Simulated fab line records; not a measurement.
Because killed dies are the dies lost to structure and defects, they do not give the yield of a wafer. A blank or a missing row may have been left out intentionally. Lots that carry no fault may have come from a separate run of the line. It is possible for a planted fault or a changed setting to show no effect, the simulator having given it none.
Matching of chambers / flow n5_finfet / rie_diel-02 running N5_MOL_CONTACT_COAG_DESCUM_45: 4 sister chambers
The step chemistry O2, time 7 s. 4 wafers are shown with their chamber, then 10 later ones without.

EACH WAFER AND ITS CHAMBER
wafer=L081.1; chamber=2; showerhead_plenum_p_Torr (Torr)=2.21
wafer=L083.5; chamber=0; showerhead_plenum_p_Torr (Torr)=1.97
wafer=L087.1; chamber=1; showerhead_plenum_p_Torr (Torr)=2.15
wafer=L087.4; chamber=3; showerhead_plenum_p_Torr (Torr)=2.01

WAFERS WITH NO CHAMBER GIVEN
wafer=L087.5; showerhead_plenum_p_Torr (Torr)=2.20
wafer=L088.2; showerhead_plenum_p_Torr (Torr)=2.20
wafer=L088.3; showerhead_plenum_p_Torr (Torr)=2.01
wafer=L088.5; showerhead_plenum_p_Torr (Torr)=2.20
wafer=L091.3; showerhead_plenum_p_Torr (Torr)=2.15
wafer=L091.4; showerhead_plenum_p_Torr (Torr)=2.15
wafer=L091.6; showerhead_plenum_p_Torr (Torr)=2.23
wafer=L093.1; showerhead_plenum_p_Torr (Torr)=2.01
wafer=L093.4; showerhead_plenum_p_Torr (Torr)=2.22
wafer=L093.6; showerhead_plenum_p_Torr (Torr)=2.15

WHICH CHAMBER EACH WENT THROUGH
wafer=L087.5; from the rows above=2; in truth=2
wafer=L088.2; from the rows above=2; in truth=2
wafer=L088.3; from the rows above=3; in truth=3
wafer=L088.5; from the rows above=2; in truth=2
wafer=L091.3; from the rows above=1; in truth=1
wafer=L091.4; from the rows above=1; in truth=1
wafer=L091.6; from the rows above=2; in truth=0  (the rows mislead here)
wafer=L093.1; from the rows above=3; in truth=3
wafer=L093.4; from the rows above=2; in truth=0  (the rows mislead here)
wafer=L093.6; from the rows above=1; in truth=1
Correctly placed: 8 of 10. Number that these rows cannot place: 0. 2 placed wrongly.
How it was worked out, from the rows above alone: a wafer's distance from a chamber is the root of the sum, over the readings, of the square of ((its reading less the chamber's mean) divided by the reading's scatter). The wafer belongs to the nearest chamber; if the next one is less than 2 further off, it can't be placed. The mean given for a chamber averages the wafers shown for that chamber. The scatter (one wafer shown for each chamber): square how far every hidden wafer sits from the nearest shown wafer, average those squares and take the square root.
